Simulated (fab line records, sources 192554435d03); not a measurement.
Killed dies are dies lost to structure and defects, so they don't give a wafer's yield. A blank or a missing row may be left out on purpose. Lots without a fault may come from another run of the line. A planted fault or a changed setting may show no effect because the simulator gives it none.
Chamber matching | flow n5_finfet | N5_MOL_CONTACT_COAG_ETCH_91 on rie_diel-06: 4 sister chambers
The step etches SOC in N2/H2, target depth 60 nm, overetch 21 nm, time 101.2 s. 4 wafers are shown with their chamber, then 12 later ones without.

WAFERS WITH THEIR CHAMBER
wafer  | chamber | drypump_motor_current_A (A)
L085.5 | 1       | 5.93
L089.4 | 2       | 5.68
L091.2 | 0       | 5.56
L091.6 | 3       | 6.02

WAFERS WITHOUT THEIR CHAMBER
wafer  | drypump_motor_current_A (A)
L092.3 | 6.04
L092.4 | 6.05
L092.5 | 5.66
L093.2 | 6.04
L093.4 | 5.68
L093.5 | 6.05
L094.1 | 5.65
L094.2 | 6.04
L094.4 | 5.54
L096.1 | 5.68
L096.2 | 5.54
L096.3 | 6.08

WHICH CHAMBER EACH WENT THROUGH
wafer  | from the rows above | in truth
L092.3 | 3                   | 3
L092.4 | 3                   | 3
L092.5 | 2                   | 2
L093.2 | 3                   | 3
L093.4 | 2                   | 2
L093.5 | 3                   | 3
L094.1 | 2                   | 2
L094.2 | 3                   | 3
L094.4 | 0                   | 0
L096.1 | 2                   | 2
L096.2 | 0                   | 0
L096.3 | 3                   | 3
Placed correctly: 12 of 12. Can't be placed from these rows: 0. Placed wrongly: 0.
How it was worked out, from the rows above alone: a wafer's distance from a chamber is the root of the sum, over the readings, of the square of ((its reading less the chamber's mean) divided by the reading's scatter). The wafer belongs to the nearest chamber; if the next one is less than 2 further off, it can't be placed. A chamber's mean is the mean of its shown wafers. The scatter: with one shown wafer a chamber, the root of the mean of the squares of how far each hidden wafer lies from its nearest shown one.
